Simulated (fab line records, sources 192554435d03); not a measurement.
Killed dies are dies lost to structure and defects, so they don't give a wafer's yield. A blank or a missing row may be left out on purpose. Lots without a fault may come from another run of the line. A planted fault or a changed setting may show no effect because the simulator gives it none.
fab line records | flow n5_finfet
record lots=10 wafers=27 last_day=18
route steps=1938 shown MIM_TOP_LITHO@1850 MIM_BOT_LITHO@1865 PASS1_CAP@1873 TV_OPEN@1888 PASSIVATION@1936
lots that met no fault: from a run of the same line without faults
start_h: hours from the record's first day to the start of the lot's first wafer shown | wait_h: hours since the lot's step before | " the same as in the row above | L1.1+2: a row that stands for several wafers | - no value, or no start given | * or withheld: withheld | < > ~ a bound
route shown NAME@n: a module of which the file shows steps, and the number in the route of the first | usual: mean/standard deviation of fault-free wafers | same: alike in all rows | chamber/n: place in a boat | sites: the reading at each site | _std_site: their standard deviation | _edge_site: outer sites' mean less inner sites' | radius_mm: how far each site lies from the wafer's centre | mask NAME#n: copy n | behind: the tool/chamber that last shaped the wafer | hold: why the lot was held/for how many hours/how that ended | device: the transistor (n, p or np) that didn't switch | end of line: the same wafers' tests at the end of the route | a step without rows: its recipe alone | killed: dies lost to structure and defects at the first sort, not the wafer's yield | map: a wafer's dies, x killed, . not, _ none there
set.NAME: the setting as run; set.NAME@STEP: as run at that earlier step | model.NAME: the simulator's own value behind a step, which no gauge read
steps of the route over a sample of lots; a table a step, a row a wafer
services: from which hour (start_h, from the record's first day; less than 0 if before it) a tool's chamber was out of use, for how many hours, and why
## steps
# step N5_MIM_TOP_LITHO_DESCUM_10
# recipe chemistry=O2 time_s=7.9 source_power_w=50 bias_power_w=20 pressure_mtorr=20 rf_frequency_hz=2.712e+07 temp_c=40 o2_flow_sccm=225
# usual drypump_motor_current_A=5.5/0.36 o2_flow_sccm=225.0/0.64 oes_product_au=0.79/0.075 rf_vpp_V=243.3/1.3 showerhead_plenum_p_Torr=2.11/0.067 throttle_valve_pct=20.33/0.22
# columns lot.wafer tool chamber start_h wait_h drypump_motor_current_A o2_flow_sccm oes_product_au rf_hours_counter_h rf_vpp_V showerhead_plenum_p_Torr throttle_valve_pct
L583.3 rie_diel-05 2 282.46 0.1 5.8 225.0 0.68 231 244.5 2.14 20.00
L583.5 " 3 " " 5.7 224.9 0.68 - 241.9 2.08 20.50
L583.6 " 0 " " 5.6 225.2 0.81 - 244.1 2.20 20.35
L587.4 rie_diel-02 2 305.25 0.0 6.6 223.8 0.73 197 241.1 2.00 20.47
L587.5 " 0 " " 5.4 224.2 0.75 - 242.5 2.09 20.26
L587.6 " 3 " " 5.5 225.5 0.82 - 242.6 2.03 20.49
L585.1 rie_diel-04 2 313.47 0.0 5.7 225.9 0.71 222 243.6 2.15 20.64
L585.2 " 3 " " 4.9 224.0 0.83 84 244.0 2.21 20.29
L585.4 " 1 " " 5.4 225.1 0.83 52 243.9 2.04 20.08
L589.3 rie_diel-05 2 320.91 0.0 5.8 224.6 0.66 247 244.8 2.13 20.00
L589.5 " 1 " " 5.4 225.5 0.88 - 242.1 2.05 20.41
L589.6 " 0 " " 5.6 224.9 0.80 - 243.6 2.20 20.36
L593.1 rie_diel-04 0 348.65 0.0 5.9 225.0 0.73 231 241.9 2.07 20.39
L593.4 " 1 " " 5.4 224.4 0.82 65 242.3 2.04 20.08
L594.1 rie_diel-04 3 359.07 0.0 5.0 225.8 0.81 102 244.0 2.21 20.30
L594.6 " 3 " " 4.9 224.8 0.81 - 243.3 2.21 20.30
L597.2 rie_diel-05 0 369.40 0.0 5.5 224.9 0.78 122 245.2 2.19 20.38
L597.4 " 1 " " 5.4 223.1 0.84 65 242.0 2.04 20.44
L599.1 rie_diel-05 1 375.51 0.0 5.4 224.3 0.84 66 243.1 2.04 20.45
L599.2 " 0 " " 5.6 225.3 0.78 123 244.7 2.19 20.38
L599.4 " 2 " " 5.8 224.9 0.94 9 245.4 2.13 19.67
L600.2 rie_diel-04 2 385.14 0.0 5.7 225.1 0.69 246 242.9 2.14 20.68
L600.3 " 0 " " 5.9 225.1 0.71 242 242.5 2.06 20.41
L600.4 " 1 " " 5.4 224.4 0.81 76 242.1 2.03 20.10
L602.1 rie_diel-02 1 411.30 0.0 5.4 224.6 0.79 86 242.9 2.09 20.35
L602.4 " 2 " " 6.7 224.4 0.70 235 241.1 1.99 20.53
L602.5 " 3 " " 5.5 224.6 0.79 - 241.5 2.02 20.56
# step N5_MIM_BOT_LITHO_DESCUM_10
# recipe chemistry=O2 time_s=7.9 source_power_w=50 bias_power_w=20 pressure_mtorr=20 rf_frequency_hz=2.712e+07 temp_c=40 o2_flow_sccm=225
# usual drypump_motor_current_A=5.6/0.35 o2_flow_sccm=224.9/0.69 oes_product_au=0.78/0.075 rf_vpp_V=243.2/1.3 showerhead_plenum_p_Torr=2.10/0.065 throttle_valve_pct=20.33/0.19
# columns lot.wafer tool chamber start_h wait_h drypump_motor_current_A o2_flow_sccm oes_product_au rf_hours_counter_h rf_vpp_V showerhead_plenum_p_Torr throttle_valve_pct
L583.3 rie_diel-04 2 283.45 0.0 5.7 224.5 0.71 213 244.5 2.16 20.64
L583.5 " 1 " " 5.4 224.8 0.85 - 241.8 2.05 20.05
L583.6 " 2 " " 5.7 225.5 0.72 - 243.8 2.16 20.64
L587.4 rie_diel-05 1 306.02 0.1 5.4 224.0 0.89 - 244.6 2.05 20.42
L587.5 " 2 " " 5.8 225.0 0.67 - 245.4 2.13 20.00
L587.6 " 0 " " 5.5 225.2 0.81 - 244.6 2.20 20.34
L585.1 rie_diel-02 2 314.28 0.1 6.6 225.9 0.72 201 243.2 2.00 20.50
L585.2 " 1 " " 5.4 224.5 0.84 49 243.6 2.10 20.27
L585.4 " 0 " " 5.4 225.0 0.74 - 243.7 2.09 20.27
L589.3 rie_diel-04 0 322.44 0.7 5.9 224.7 0.72 222 242.8 2.07 20.39
L589.5 " 0 " " 5.9 223.9 0.71 - 243.5 2.07 20.38
L589.6 " 1 " " 5.4 225.4 0.82 - 243.7 2.04 20.07
L593.1 rie_diel-04 2 349.59 0.0 5.7 224.3 0.70 236 244.5 2.15 20.66
L593.4 " 1 " " 5.4 223.3 0.82 65 242.4 2.04 20.08
L594.1 rie_diel-05 2 360.05 0.0 5.8 224.9 0.96 6 243.8 2.13 19.67
L594.6 " 3 " " 5.7 224.5 0.92 - 244.4 2.07 20.09
L597.2 rie_diel-04 1 370.14 0.0 5.4 224.7 0.81 71 241.7 2.04 20.09
L597.4 " 3 " " 5.0 225.3 0.81 104 245.9 2.21 20.30
L599.1 rie_diel-02 0 376.24 0.0 5.4 223.9 0.74 183 243.5 2.08 20.32
L599.2 " 1 " " 5.4 224.9 0.82 71 242.9 2.09 20.32
L599.4 " 2 " " 6.6 225.2 0.71 221 242.1 2.00 20.52
L600.2 rie_diel-02 2 385.92 0.0 6.6 225.2 0.70 225 241.6 2.00 20.52
L600.3 " 1 " " 5.3 224.6 0.82 75 243.2 2.09 20.34
L600.4 " 0 " " 5.4 225.4 0.73 187 243.1 2.08 20.31
L602.1 rie_diel-02 2 412.16 0.0 6.6 224.1 0.71 235 241.2 1.99 20.54
L602.4 " 3 " " 5.5 225.2 0.80 119 240.3 2.02 20.53
L602.5 " 0 " " 5.4 224.1 0.72 - 241.5 2.08 20.33
# step N5_PASSIVATION_PECVD_55
# recipe material=SiO2 target_thk_a=4000 temp_c=400 precursor=SiH4/N2O pressure_torr=2.7 rf_w=608 time_s=22.5
# usual heater_power_outer_w=378/100 heater_power_w=680/130 showerhead_plenum_p_Torr=8.19/0.073 throttle_valve_pct=51.6/1.6
# columns lot.wafer tool chamber start_h wait_h heater_power_outer_w heater_power_w showerhead_plenum_p_Torr throttle_valve_pct
L583.3 pecvd-01 0 284.41 0.0 340 584 8.28 50.7
L583.5 " 1 " " 395 695 8.09 54.3
L583.6 " 2 " " 301 585 8.13 50.3
L587.4 pecvd-01 1 306.89 0.1 429 731 8.10 54.3
L587.5 " 2 " " 296 562 8.13 49.9
L587.6 " 0 " " 351 581 8.31 50.7
L585.1 pecvd-02 2 315.16 0.0 407 663 8.31 53.8
L585.2 " 0 " " 435 752 8.15 53.1
L585.4 " 0 " " 452 816 8.15 53.4
L589.3 pecvd-02 0 323.51 0.0 487 854 8.15 53.2
L589.5 " 1 " " 491 809 8.15 48.9
L589.6 " 2 " " 319 567 8.32 53.8
L593.1 pecvd-01 2 350.47 0.0 309 582 8.13 50.1
L593.4 " 0 " " 298 495 8.31 50.5
L594.1 pecvd-01 0 361.15 0.0 264 475 8.29 51.0
L594.6 " 2 " " 324 593 8.12 50.1
L597.2 pecvd-01 2 371.06 0.0 325 578 8.13 50.4
L597.4 " 0 " " 332 560 8.30 50.6
L599.1 pecvd-02 0 377.13 0.0 537 863 8.12 53.6
L599.2 " 1 " " 604 994 8.16 49.2
L599.4 " 0 " " 550 928 8.15 53.3
L600.2 pecvd-04 1 386.84 0.0 363 695 8.18 51.2
L600.3 " 2 " " 385 722 8.10 52.7
L600.4 " 1 " " 373 698 8.17 51.1
L602.1 pecvd-04 0 413.25 0.0 212 489 8.24 50.8
L602.4 " 0 " " 233 527 8.22 50.3
L602.5 " 2 " " 384 711 8.11 52.7
# step N5_PASSIVATION_PECVD_01
# recipe material=SiNx target_thk_a=2000 temp_c=400 precursor=SiH4/NH3/N2 pressure_torr=4.9 rf_w=1406 time_s=43.2
# usual heater_power_outer_w=166/100 heater_power_w=397/130 showerhead_plenum_p_Torr=8.69/0.052 throttle_valve_pct=29.2/0.94
# columns lot.wafer tool chamber start_h wait_h heater_power_outer_w heater_power_w showerhead_plenum_p_Torr throttle_valve_pct
L583.3 pecvd-01 0 284.44 0.0 77 221 8.77 28.6
L583.5 " 1 " " 251 503 8.63 30.6
L583.6 " 2 " " 47 233 8.63 28.2
L587.4 pecvd-01 1 306.94 0.0 140 358 8.61 30.8
L587.5 " 2 " " 97 304 8.63 28.5
L587.6 " 0 " " 137 303 8.75 28.7
L585.1 pecvd-02 2 315.20 0.0 229 452 8.77 30.3
L585.2 " 0 " " 342 654 8.63 30.2
L585.4 " 0 " " 352 639 8.67 30.4
L589.3 pecvd-02 0 323.55 0.0 308 595 8.65 30.2
L589.5 " 1 " " 310 567 8.68 27.8
L589.6 " 2 " " 221 449 8.76 30.1
L593.1 pecvd-01 2 350.51 0.0 70 264 8.65 28.2
L593.4 " 0 " " 131 292 8.78 29.0
L594.1 pecvd-01 0 361.18 0.0 139 303 8.74 28.6
L594.6 " 2 " " 15 189 8.64 28.4
L597.2 pecvd-01 2 371.09 0.0 89 289 8.66 28.5
L597.4 " 0 " " 130 296 8.76 28.6
L599.1 pecvd-02 2 377.16 0.0 211 427 8.77 30.5
L599.2 " 0 " " 218 492 8.65 30.0
L599.4 " 2 " " 221 441 8.78 30.2
L600.2 pecvd-04 1 386.88 0.0 155 406 8.70 28.9
L600.3 " 2 " " 176 440 8.65 29.7
L600.4 " 1 " " 163 421 8.69 28.8
L602.1 pecvd-04 0 413.29 0.0 96 323 8.72 28.6
L602.4 " 0 " " 0 205 8.73 28.5
L602.5 " 2 " " 74 293 8.64 30.0
# step N5_PASSIVATION_VIA_ETCH_13
# recipe chemistry=CHF3/O2 target=SiO2 target_depth_a=6600 CHF3_flow_sccm=50 O2_flow_sccm=5 Ar_flow_sccm=200 time_s=330 mask_material=PR pressure_mtorr=30 source_w=650 bias_w=170 ion_energy_ev=200 ends=cleared
# usual drypump_motor_current_A=5.9/0.47 etch_rf_on_time_s=236/4.6 oes_product_au=0.72/0.071 rf_vpp_V=518/9.2 showerhead_plenum_p_Torr=2.37/0.072 throttle_valve_pct=18.91/0.2
# columns lot.wafer tool chamber start_h wait_h drypump_motor_current_A etch_rf_on_time_s oes_product_au rf_hours_counter_h rf_vpp_V showerhead_plenum_p_Torr throttle_valve_pct
L583.3 rie_diel-01 0 289.00 0.0 6.1 229 0.77 53 506 2.34 18.77
L583.5 " 3 " " 6.6 230 0.65 - 514 2.40 18.94
L583.6 " 2 " " 6.0 230 0.79 - 525 2.35 18.93
L587.4 rie_diel-01 1 307.92 0.0 5.9 236 0.73 109 513 2.33 18.78
L587.5 " 0 " " 6.1 235 0.75 - 508 2.34 18.80
L587.6 " 1 " " 5.9 237 0.73 - 514 2.33 18.76
L585.1 rie_diel-03 3 316.09 0.0 5.0 240 0.62 244 529 2.28 19.06
L585.2 " 2 " " 5.6 242 0.63 227 507 2.39 19.43
L585.4 " 0 " " 6.0 238 0.76 67 531 2.42 18.83
L589.3 rie_diel-01 1 325.66 0.0 5.9 233 0.73 115 514 2.33 18.78
L589.5 " 0 " " 6.1 239 0.76 - 507 2.34 18.80
L589.6 " 1 " " 5.9 238 0.73 - 514 2.33 18.77
L593.1 rie_diel-01 2 352.49 0.0 6.1 166 0.75 68 525 2.34 18.95
L593.4 " 1 " " 5.9 239 0.72 123 514 2.33 18.80
L594.1 rie_diel-06 3 362.20 0.0 5.0 171 0.63 231 528 2.28 19.08
L594.6 " 0 " " 6.2 242 0.71 - 509 2.34 18.75
L597.2 rie_diel-06 1 374.08 0.0 5.3 174 0.85 3 529 2.59 18.52
L597.4 " 1 " " 5.3 241 0.84 - 528 2.59 18.52
L599.1 rie_diel-01 3 377.91 0.0 6.7 239 0.63 219 513 2.39 19.01
L599.2 " 2 " " 6.1 239 0.75 75 525 2.34 18.97
L599.4 " 0 " " 6.1 238 0.74 80 506 2.33 18.84
L600.2 rie_diel-06 0 387.48 0.0 6.2 236 0.71 115 508 2.34 18.78
L600.3 " 3 " " 5.0 234 0.63 238 528 2.28 19.10
L600.4 " 2 " " 5.8 232 0.64 234 512 2.37 19.20
L602.1 rie_diel-03 3 414.13 0.0 5.0 224 0.86 16 538 2.56 18.70
L602.4 " 0 " " 6.0 231 0.74 - 532 2.41 18.89
L602.5 " 1 " " 5.6 236 0.77 - 530 2.34 19.06
# step N5_PASSIVATION_PROBE_49
# usual defect_limited_yield=91.0/1.5 killed_at_M0_to_M3=34/9.1 killed_at_M4_up=14/5.7 killed_at_contacts=13/5.7 killed_at_front_end=42/12 killed_at_other=4/3.4 killed_dies=106/17 killed_open=70/13 killed_short=34/7.5 sort_bin_5_function=5.2/0.94 sort_bin_6_memory=3.4/0.69 sort_n_pass=1074/17 sort_yield_pct=91.0/1.5
# same gross_dies=1180 killed_at_back_side=0 sort_bin_4_leakage[%]=0 sort_bin_8_speed[%]=0
# columns lot.wafer tool chamber start_h wait_h defect_limited_yield[%] killed_at_M0_to_M3 killed_at_M4_up killed_at_contacts killed_at_front_end killed_at_other killed_dies killed_open killed_short sort_bin_5_function[%] sort_bin_6_memory[%] sort_n_pass sort_yield_pct[%]
L594.6 prober-02 - 368.85 0.3 90.8 19 13 16 56 5 109 76 33 6.0 2.9 1071 90.8
# killed by level:class
L594.6 FIN_SAQP:geometric_particle:open=21 MOL_CONTACT_COAG:geometric_particle:open=13 FIN_SAQP:geometric_particle:short=9 STI_FIN_REVEAL:geometric_particle:open=9 BEOL_M4:geometric_particle:open=9 BEOL_M2:geometric_particle:open=5 BEOL_M0_SAQP:geometric_particle:short=4 STI_FIN_REVEAL:geometric_particle:short=3
## services
# columns tool chamber start_h hours kind
rie_diel-04 2 266.00 8.9 repair
pecvd-01 2 269.11 12.2 repair
rie_diel-03 2 270.09 9.5 repair
rie_diel-06 - 278.78 15.6 pm
pecvd-01 2 300.55 5.5 scheduled_down
rie_diel-02 3 307.91 13.1 repair
pecvd-01 2 327.12 5.4 repair
rie_diel-05 1 337.55 4.0 repair
rie_diel-05 - 352.42 0.5 repair
rie_diel-02 - 372.06 0.2 repair
pecvd-04 0 373.37 4.0 repair
rie_diel-06 2 373.65 8.9 repair
pecvd-04 1 375.24 3.6 repair
pecvd-01 - 379.79 2.8 pm
rie_diel-06 0 387.97 4.6 repair
rie_diel-04 - 389.10 14.6 pm
rie_diel-05 - 389.51 2.8 pm
rie_diel-05 2 397.25 10.5 repair
pecvd-02 - 397.98 0.2 repair
rie_diel-01 1 402.93 5.7 repair
pecvd-02 1 403.30 5.7 repair
rie_diel-06 3 408.98 12.4 repair
rie_diel-06 0 411.14 2.6 repair
pecvd-01 0 411.99 2.1 scheduled_down
## key
first_sign step=N5_PASSIVATION_VIA_ETCH_13 reading=etch_rf_on_time_s direction=down sigmas=14 usual=* struck=*
effect none on later readings
met_at N5_PASSIVATION_PECVD_55
struck_lots L593,L594,L597
struck_wafers L593.1,L594.1,L597.2
not_acting_at N5_MIM_TOP_LITHO_DESCUM_10,N5_MIM_BOT_LITHO_DESCUM_10,N5_PASSIVATION_PECVD_01
onset_between 306.89 350.47
fault kind=process_parameter_drift tool=pecvd-01 chamber=- onset_h=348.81 steps=N5_PASSIVATION_PECVD_55 channel=time_s offset=* shape=step end_h=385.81 scope=struck_wafers_only acts_in=* stated=*
